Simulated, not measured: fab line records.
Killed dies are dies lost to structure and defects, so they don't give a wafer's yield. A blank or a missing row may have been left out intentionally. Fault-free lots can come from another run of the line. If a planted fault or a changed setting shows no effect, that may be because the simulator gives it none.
Chamber matching | flow n5Finfet | aldMetal-02 running N5_BEOL_M7_ALD_77: 4 sister chambers
The step deposits TaN, target thk 2 nm, pulse time 2 s, purge time 3 s. 20 wafers are shown with their chamber, then 10 later ones without.

## WAFERS WITH THEIR CHAMBER
wafer  | chamber | heaterPowerW (W)
L074.3 | 1       | 439
L074.4 | 2       | 412
L074.5 | 0       | 421
L075.2 | 2       | 425
L075.4 | 1       | 430
L075.6 | 3       | 454
L077.1 | 2       | 408
L077.2 | 3       | 459
L077.5 | 3       | 449
L080.1 | 3       | 454
L080.2 | 2       | 410
L080.5 | 3       | 466
L092.2 | 2       | 401
L092.3 | 0       | 431
L092.4 | 3       | 463
L086.2 | 1       | 438
L086.3 | 0       | 441
L086.6 | 2       | 411
L088.3 | 0       | 440
L088.5 | 3       | 454

SIGNATURES (averages over the wafers above)
reading      | chamber 0 | chamber 1 | chamber 2 | chamber 3 | scatter within a chamber
heaterPowerW | 433.25    | 435.67    | 411.17    | 457.00    | 7.19
Rule: distance of a wafer from a chamber = root of the sum over the readings of ((wafer's reading minus chamber's mean) / reading's scatter) squared. If the next closest chamber is less than 2 further off than the closest, the wafer can't be placed; otherwise it belongs to the closest. How the scatter is found: for the shown wafers, subtract from each reading the mean of its chamber, square and add these, divide the total by (wafers less chambers), then take the root.

## WAFERS WITHOUT THEIR CHAMBER
wafer  | heaterPowerW (W)
L088.6 | 428
L089.2 | 439
L089.4 | 413
L089.5 | 431
L093.3 | 435
L093.5 | 467
L093.6 | 412
L079.1 | 427
L079.2 | 437
L079.6 | 464

## EACH ONE'S CHAMBER
wafer  | from the rows above          | in truth
L088.6 | can't be placed: 0 or 1 or 2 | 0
L089.2 | can't be placed: 1 or 0      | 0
L089.4 | 2                            | 2
L089.5 | can't be placed: 0 or 1      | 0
L093.3 | can't be placed: 1 or 0      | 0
L093.5 | 3                            | 3
L093.6 | 2                            | 2
L079.1 | can't be placed: 0 or 1 or 2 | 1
L079.2 | can't be placed: 1 or 0      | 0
L079.6 | 3                            | 3
Correctly placed: 4 of 10. Unplaceable from these rows: 6, with the true chamber sitting among the candidates in 6. Number placed wrongly: 0.
